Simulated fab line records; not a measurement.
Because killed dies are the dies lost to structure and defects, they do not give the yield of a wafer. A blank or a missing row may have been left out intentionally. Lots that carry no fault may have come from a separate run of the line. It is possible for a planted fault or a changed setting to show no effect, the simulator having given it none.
Which tool did it? / flow n5 finfet / 8 lots with 24 wafers sampled at 9 steps, on a route of 1938 steps

WHAT THE GAUGES SHOWED, per wafer
N5_FIN_SAQP_THK_MEAS_07. Usual: thk nm 59.8 nm, standard deviation 0.85.
lot=L971; measured=day 1 20:44; on=film metro-02; thk nm (nm)=59.0 59.6 59.5; flag=
lot=L973; measured=day 2 10:39; on=film metro-02; thk nm (nm)=58.6 59.4 59.8; flag=
lot=L974; measured=day 2 15:31; on=film metro-01; thk nm (nm)=59.7 61.5 61.2; flag=
lot=L976; measured=day 3 02:55; on=film metro-02; thk nm (nm)=59.5 58.9 60.8; flag=
lot=L979; measured=day 3 21:28; on=film metro-02; thk nm (nm)=59.2 61.4 59.5; flag=
lot=L986; measured=day 5 15:08; on=film metro-01; thk nm (nm)=59.4 59.2 59.5; flag=
lot=L989; measured=day 6 10:44; on=film metro-02; thk nm (nm)=59.1 60.3 59.6; flag=
lot=L994; measured=day 7 15:49; on=film metro-02; thk nm (nm)=58.9 58.9 59.4; flag=

N5_FIN_SAQP_INSPECT_18: inspects for defects (brightfield). Usual: raw defect count 429, standard deviation 120.
lot=L971; measured=day 1 21:11; on=defect inspect-01; raw defect count=355 335 438; flag=
lot=L973; measured=day 2 11:05; on=defect inspect-02; raw defect count=217 330 337; flag=
lot=L974; measured=day 2 15:56; on=defect inspect-02; raw defect count=506 295 338; flag=
lot=L976; measured=day 3 03:21; on=defect inspect-01; raw defect count=1069 1063 974; flag=OFF
lot=L979; measured=day 3 22:01; on=defect inspect-02; raw defect count=1319 1333 1077; flag=OFF
lot=L986; measured=day 5 15:41; on=defect inspect-02; raw defect count=456 358 417; flag=
lot=L989; measured=day 6 11:09; on=defect inspect-02; raw defect count=328 407 446; flag=
lot=L994; measured=day 7 16:40; on=defect inspect-01; raw defect count=593 543 355; flag=

N5_FIN_SAQP_INSPECT_40: inspects for defects (brightfield). Usual: raw defect count 227, standard deviation 70.
lot=L971; measured=day 2 01:33; on=defect inspect-02; raw defect count=135 154 149; flag=
lot=L973; measured=day 2 15:52; on=defect inspect-01; raw defect count=193 246 190; flag=
lot=L974; measured=day 2 20:34; on=defect inspect-02; raw defect count=168 98 101; flag=
lot=L976; measured=day 3 07:49; on=defect inspect-02; raw defect count=947 884 884; flag=OFF
lot=L979; measured=day 4 04:34; on=defect inspect-01; raw defect count=937 1042 979; flag=OFF
lot=L986; measured=day 5 20:28; on=defect inspect-01; raw defect count=341 216 271; flag=
lot=L989; measured=day 6 16:17; on=defect inspect-01; raw defect count=196 267 95; flag=
lot=L994; measured=day 7 20:55; on=defect inspect-01; raw defect count=181 241 197; flag=

N5_FIN_CUT_INSPECT_10: inspects for defects (brightfield). Usual: raw defect count 42, standard deviation 11.
lot=L971; measured=day 2 02:04; on=defect inspect-01; raw defect count=32 34 31; flag=
lot=L973; measured=day 2 16:16; on=defect inspect-02; raw defect count=35 58 21; flag=
lot=L974; measured=day 2 21:04; on=defect inspect-02; raw defect count=32 24 27; flag=
lot=L976; measured=day 3 08:20; on=defect inspect-02; raw defect count=760 776 755; flag=OFF
lot=L979; measured=day 4 05:05; on=defect inspect-02; raw defect count=791 828 825; flag=OFF
lot=L986; measured=day 5 20:52; on=defect inspect-02; raw defect count=51 32 49; flag=
lot=L989; measured=day 6 16:45; on=defect inspect-01; raw defect count=36 41 23; flag=
lot=L994; measured=day 7 21:26; on=defect inspect-01; raw defect count=29 40 36; flag=

N5_FIN_CUT_INSPECT_17: inspects for defects (brightfield). Usual: raw defect count 229, standard deviation 68.
lot=L971; measured=day 2 03:01; on=defect inspect-01; raw defect count=150 161 173; flag=
lot=L973; measured=day 2 17:14; on=defect inspect-01; raw defect count=201 273 199; flag=
lot=L974; measured=day 2 22:08; on=defect inspect-01; raw defect count=169 105 114; flag=
lot=L976; measured=day 3 09:56; on=defect inspect-02; raw defect count=942 886 884; flag=OFF
lot=L979; measured=day 4 06:03; on=defect inspect-02; raw defect count=926 1027 969; flag=OFF
lot=L986; measured=day 5 22:22; on=defect inspect-02; raw defect count=310 213 273; flag=
lot=L989; measured=day 6 18:03; on=defect inspect-02; raw defect count=184 236 100; flag=
lot=L994; measured=day 7 22:38; on=defect inspect-01; raw defect count=182 238 202; flag=

N5_BEOL_M4_RC_MEAS_101. Usual: DIBL_N 36.3 mV/V, standard deviation 1.2; DIBL_P 36.7 mV/V, standard deviation 1.5; IOFF_N 0.164 nA/um, standard deviation 0.02; IOFF_P 0.214 nA/um, standard deviation 0.024; ION_N 673 uA/um, standard deviation 8.5; ION_P 461 uA/um, standard deviation 5.9; SS_N 71.6 mV/dec, standard deviation 0.44; SS_P 73.3 mV/dec, standard deviation 0.55; VT_N 249.4 mV, standard deviation 2.4; VT_P -250.0 mV, standard deviation 2.3.
lot=L971; measured=day 7 14:05; on=prober-01; DIBL_N (mV/V)=36.3 35.6 36.4; DIBL_P (mV/V)=35.8 34.9 35.2; IOFF_N (nA/um)=0.162 0.149 0.160; IOFF_P (nA/um)=0.194 0.182 0.188; ION_N (uA/um)=674 654 655; ION_P (uA/um)=458 449 453; SS_N (mV/dec)=71.9 71.7 71.4; SS_P (mV/dec)=73.4 73.3 74.0; VT_N (mV)=249.4 250.6 249.2; VT_P (mV)=-251.8 -255.3 -251.0; flag=
lot=L973; measured=day 9 02:45; on=prober-01; DIBL_N (mV/V)=35.1 34.0 35.6; DIBL_P (mV/V)=36.3 34.5 37.5; IOFF_N (nA/um)=0.140 0.123 0.162; IOFF_P (nA/um)=0.184 0.166 0.199; ION_N (uA/um)=657 662 678; ION_P (uA/um)=452 454 459; SS_N (mV/dec)=71.0 71.6 71.6; SS_P (mV/dec)=72.7 72.7 73.4; VT_N (mV)=250.2 251.7 249.5; VT_P (mV)=-253.4 -255.6 -253.3; flag=
lot=L974; measured=day 8 06:36; on=prober-02; DIBL_N (mV/V)=37.0 35.4 34.7; DIBL_P (mV/V)=37.7 36.0 35.2; IOFF_N (nA/um)=0.187 0.150 0.138; IOFF_P (nA/um)=0.214 0.183 0.173; ION_N (uA/um)=688 673 665; ION_P (uA/um)=461 456 456; SS_N (mV/dec)=72.5 71.9 71.7; SS_P (mV/dec)=73.3 73.1 72.8; VT_N (mV)=246.9 251.1 250.6; VT_P (mV)=-248.0 -253.8 -253.1; flag=
lot=L976; measured=day 9 13:40; on=prober-01; DIBL_N (mV/V)=37.4 37.9 36.1; DIBL_P (mV/V)=37.3 38.3 36.5; IOFF_N (nA/um)=0.179 0.193 0.152; IOFF_P (nA/um)=0.263 0.274 0.238; ION_N (uA/um)=691 672 689; ION_P (uA/um)=480 466 474; SS_N (mV/dec)=71.8 72.1 71.8; SS_P (mV/dec)=73.7 74.0 73.6; VT_N (mV)=247.9 243.3 246.9; VT_P (mV)=-244.0 -242.7 -246.4; flag=
lot=L979; measured=day 10 18:01; on=prober-01; DIBL_N (mV/V)=36.1 35.7 37.2; DIBL_P (mV/V)=37.7 37.2 39.5; IOFF_N (nA/um)=0.172 0.164 0.199; IOFF_P (nA/um)=0.219 0.210 0.248; ION_N (uA/um)=683 677 689; ION_P (uA/um)=464 464 465; SS_N (mV/dec)=71.6 72.1 72.6; SS_P (mV/dec)=73.4 73.6 75.0; VT_N (mV)=248.2 248.6 244.6; VT_P (mV)=-248.6 -251.2 -247.5; flag=
lot=L986; measured=day 11 19:55; on=prober-02; DIBL_N (mV/V)=36.7 35.7 34.9; DIBL_P (mV/V)=37.1 36.7 35.7; IOFF_N (nA/um)=0.162 0.147 0.131; IOFF_P (nA/um)=0.224 0.218 0.195; ION_N (uA/um)=672 673 666; ION_P (uA/um)=470 466 462; SS_N (mV/dec)=71.6 71.1 71.6; SS_P (mV/dec)=73.3 73.3 73.3; VT_N (mV)=249.7 252.8 253.9; VT_P (mV)=-247.1 -246.9 -247.2; flag=
lot=L989; measured=day 12 16:58; on=prober-01; DIBL_N (mV/V)=33.7 32.4 34.8; DIBL_P (mV/V)=35.5 33.5 36.5; IOFF_N (nA/um)=0.131 0.114 0.151; IOFF_P (nA/um)=0.181 0.160 0.200; ION_N (uA/um)=664 662 660; ION_P (uA/um)=458 455 454; SS_N (mV/dec)=71.2 71.1 70.9; SS_P (mV/dec)=72.7 72.2 73.3; VT_N (mV)=252.4 254.5 249.7; VT_P (mV)=-252.3 -253.9 -249.8; flag=
lot=L994; measured=day 13 19:11; on=prober-02; DIBL_N (mV/V)=36.3 36.1 38.6; DIBL_P (mV/V)=38.1 38.3 40.1; IOFF_N (nA/um)=0.159 0.160 0.200; IOFF_P (nA/um)=0.214 0.214 0.258; ION_N (uA/um)=680 672 682; ION_P (uA/um)=465 465 469; SS_N (mV/dec)=71.2 71.2 72.3; SS_P (mV/dec)=73.8 73.3 74.7; VT_N (mV)=251.0 251.5 247.2; VT_P (mV)=-251.5 -250.7 -249.7; flag=

TOOL THAT RAN EACH LOT (tool first, then ch and the chambers of the sampled wafers, then the start)
lot=L971; N5_FIN_SAQP_HM_DEP_03=pecvd-01 ch 0,1,2, day 1 20:27; N5_FIN_SAQP_RECESS_75=vapor etch-02 ch 0,1, day 1 21:56; N5_FIN_SAQP_SPACER1_ALD_24=ald sin-02 ch 1,2, day 1 22:27
lot=L973; N5_FIN_SAQP_HM_DEP_03=pecvd-01 ch 0,1,2, day 2 10:17; N5_FIN_SAQP_RECESS_75=vapor etch-01 ch 0,1, day 2 11:52; N5_FIN_SAQP_SPACER1_ALD_24=ald sin-04 ch 0,1,3, day 2 12:22
lot=L974; N5_FIN_SAQP_HM_DEP_03=pecvd-02 ch 0,1, day 2 15:12; N5_FIN_SAQP_RECESS_75=vapor etch-02 ch 0,1, day 2 16:54; N5_FIN_SAQP_SPACER1_ALD_24=ald sin-04 ch 1,2,3, day 2 17:20
lot=L976; N5_FIN_SAQP_HM_DEP_03=pecvd-01 ch 0,1,2, day 3 02:34; N5_FIN_SAQP_RECESS_75=vapor etch-02 ch 0,1, day 3 04:07; N5_FIN_SAQP_SPACER1_ALD_24=ald sin-01 ch 0,3, day 3 04:29
lot=L979; N5_FIN_SAQP_HM_DEP_03=pecvd-01 ch 0,1, day 3 21:11; N5_FIN_SAQP_RECESS_75=vapor etch-02 ch 0,1, day 4 00:22; N5_FIN_SAQP_SPACER1_ALD_24=ald sin-02 ch 1,2,3, day 4 00:56
lot=L986; N5_FIN_SAQP_HM_DEP_03=pecvd-04 ch 0,2, day 5 14:51; N5_FIN_SAQP_RECESS_75=vapor etch-01 ch 0,1, day 5 16:26; N5_FIN_SAQP_SPACER1_ALD_24=ald sin-02 ch 1,2,3, day 5 17:21
lot=L989; N5_FIN_SAQP_HM_DEP_03=pecvd-04 ch 0,1,2, day 6 10:26; N5_FIN_SAQP_RECESS_75=vapor etch-02 ch 0, day 6 12:11; N5_FIN_SAQP_SPACER1_ALD_24=ald sin-02 ch 0,2,3, day 6 12:35
lot=L994; N5_FIN_SAQP_HM_DEP_03=pecvd-04 ch 1,2, day 7 15:27; N5_FIN_SAQP_RECESS_75=vapor etch-01 ch 0,1, day 7 17:26; N5_FIN_SAQP_SPACER1_ALD_24=ald sin-02 ch 1,2, day 7 17:49
- N5_FIN_SAQP_HM_DEP_03: deposits SiNx from SiH4/NH3/N2, target thk 38 nm, time 33.6 s.
- N5_FIN_SAQP_RECESS_75: chemistry HF/NH3, target SiO2, target depth 14.4 nm, afs cycles 3, sublimation time 60 s.
- N5_FIN_SAQP_SPACER1_ALD_24: deposits SiO2, target thk 20.3 nm, pulse time 1 s, purge time 2 s.

AS READ BY THE TOOLS THEMSELVES (means over the sampled wafers that have a number; for cases with no such wafer, the mark the record gives instead)
N5_FIN_SAQP_HM_DEP_03. Usual: heater power w 674 W, standard deviation 77; showerhead plenum p Torr 5.14 Torr, standard deviation 0.057; throttle valve pct 40.2 %, standard deviation 1.7.
lot=L971; tool=pecvd-01; heater power w (W)=615; showerhead plenum p Torr (Torr)=5.17; throttle valve pct (%)=39.8; flag=
lot=L973; tool=pecvd-01; heater power w (W)=633; showerhead plenum p Torr (Torr)=5.16; throttle valve pct (%)=39.8; flag=
lot=L974; tool=pecvd-02; heater power w (W)=769; showerhead plenum p Torr (Torr)=5.14; throttle valve pct (%)=40.9; flag=
lot=L976; tool=pecvd-01; heater power w (W)=568; showerhead plenum p Torr (Torr)=5.17; throttle valve pct (%)=39.6; flag=
lot=L979; tool=pecvd-01; heater power w (W)=649; showerhead plenum p Torr (Torr)=5.15; throttle valve pct (%)=39.9; flag=
lot=L986; tool=pecvd-04; heater power w (W)=790; showerhead plenum p Torr (Torr)=5.13; throttle valve pct (%)=40.1; flag=
lot=L989; tool=pecvd-04; heater power w (W)=695; showerhead plenum p Torr (Torr)=5.12; throttle valve pct (%)=41.2; flag=
lot=L994; tool=pecvd-04; heater power w (W)=684; showerhead plenum p Torr (Torr)=5.11; throttle valve pct (%)=42.5; flag=

N5_FIN_SAQP_RECESS_75. Usual: drypump motor current A 5.68 A, standard deviation 0.14.
lot=L971; tool=vapor etch-02; drypump motor current A (A)=5.69; flag=
lot=L973; tool=vapor etch-01; drypump motor current A (A)=5.78; flag=
lot=L974; tool=vapor etch-02; drypump motor current A (A)=5.60; flag=
lot=L976; tool=vapor etch-02; drypump motor current A (A)=5.61; flag=
lot=L979; tool=vapor etch-02; drypump motor current A (A)=5.70; flag=
lot=L986; tool=vapor etch-01; drypump motor current A (A)=5.77; flag=
lot=L989; tool=vapor etch-02; drypump motor current A (A)=5.76; flag=
lot=L994; tool=vapor etch-01; drypump motor current A (A)=5.70; flag=

N5_FIN_SAQP_SPACER1_ALD_24. Usual: heater power w 476 W, standard deviation 49; precursor pulse height rel 0.999, standard deviation 0.019.
lot=L971; tool=ald sin-02; heater power w (W)=472; precursor pulse height rel=1.016; flag=
lot=L973; tool=ald sin-04; heater power w (W)=445; precursor pulse height rel=0.980; flag=
lot=L974; tool=ald sin-04; heater power w (W)=440; precursor pulse height rel=0.993; flag=
lot=L976; tool=ald sin-01; heater power w (W)=531; precursor pulse height rel=0.994; flag=
lot=L979; tool=ald sin-02; heater power w (W)=491; precursor pulse height rel=0.999; flag=
lot=L986; tool=ald sin-02; heater power w (W)=490; precursor pulse height rel=1.003; flag=
lot=L989; tool=ald sin-02; heater power w (W)=506; precursor pulse height rel=1.011; flag=
lot=L994; tool=ald sin-02; heater power w (W)=473; precursor pulse height rel=1.006; flag=

THE ANSWER, worked out from the rows above alone
Rule: lot off if the mean of its wafers having a number is beyond 3 standard deviations from the usual mean. A lot without any number at a reading at which 4 lots or more have one is off too. All remaining lots with rows at the step are treated as sound. The gauges are gone through in route order, then the tools' own readings, and for those a lot's mean is taken as printed above. The first step at which some lot is off is used, and at that step the reading that is off furthest; a lot without a number counts as furthest.
Off at N5_FIN_SAQP_INSPECT_18 (raw defect count): L976, L979.
If a tool, at a process step before that reading, ran all the lots that are off and no sound lot after the first of them, it fits. Gauges at N5_FIN_SAQP_INSPECT_18: tried the same way as those tools. One candidate fits, namely pecvd-01 at N5_FIN_SAQP_HM_DEP_03. Its last sound lot is L973 (day 2 10:17), its first lot that is off L976 (day 3 02:34): a fault that began between those two fits.

WHAT HAD BEEN PUT IN BY THE SIMULATOR
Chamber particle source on pecvd-01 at N5_FIN_SAQP_HM_DEP_03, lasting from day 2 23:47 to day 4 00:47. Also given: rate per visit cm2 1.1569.
Lots struck among those shown: L976, L979. This agrees with what the rule above found.
